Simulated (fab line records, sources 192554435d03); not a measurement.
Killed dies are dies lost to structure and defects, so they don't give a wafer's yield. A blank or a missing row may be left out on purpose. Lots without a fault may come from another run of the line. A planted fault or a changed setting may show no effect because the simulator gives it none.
Chamber matching | flow n5_finfet | N5_SDB_ETCH_25 on rie_diel-01: 4 sister chambers
The step etches SiO2 in C4F6/O2, target depth 10 nm, time 3.3 s. 8 wafers are shown with their chamber, then 8 later ones without.

WAFERS WITH THEIR CHAMBER
wafer  | chamber | drypump_motor_current_A (A) | showerhead_plenum_p_Torr (Torr)
L078.2 | 1       | 4.9                         | 2.80
L082.6 | 0       | 5.4                         | 2.92
L083.3 | 0       | 5.3                         | 2.92
L083.5 | 2       | 5.5                         | 2.86
L085.3 | 1       | 4.9                         | 2.80
L085.4 | 2       | 5.5                         | 2.85
L085.5 | 3       | 5.8                         | 2.90
L092.1 | 3       | 5.8                         | 2.89

WAFERS WITHOUT THEIR CHAMBER
wafer  | drypump_motor_current_A (A) | showerhead_plenum_p_Torr (Torr)
L092.2 | 4.9                         | 2.79
L092.3 | 5.4                         | 2.92
L093.1 | 5.8                         | 2.89
L093.2 | 5.5                         | 2.85
L093.4 | 4.9                         | 2.79
L095.1 | 5.5                         | 2.84
L095.4 | 5.4                         | 2.91
L095.6 | 4.8                         | 2.79

WHICH CHAMBER EACH WENT THROUGH
wafer  | from the rows above | in truth
L092.2 | 1                   | 1
L092.3 | 0                   | 0
L093.1 | 3                   | 3
L093.2 | 2                   | 2
L093.4 | 1                   | 1
L095.1 | 2                   | 2
L095.4 | 0                   | 0
L095.6 | 1                   | 1
Placed correctly: 8 of 8. Can't be placed from these rows: 0. Placed wrongly: 0.
How it was worked out, from the rows above alone: a wafer's distance from a chamber is the root of the sum, over the readings, of the square of ((its reading less the chamber's mean) divided by the reading's scatter). The wafer belongs to the nearest chamber; if the next one is less than 2 further off, it can't be placed. A chamber's mean is the mean of its shown wafers. The scatter: the root of (the sum of the squares of (reading less its chamber's mean) over the shown wafers, divided by (wafers less chambers)).
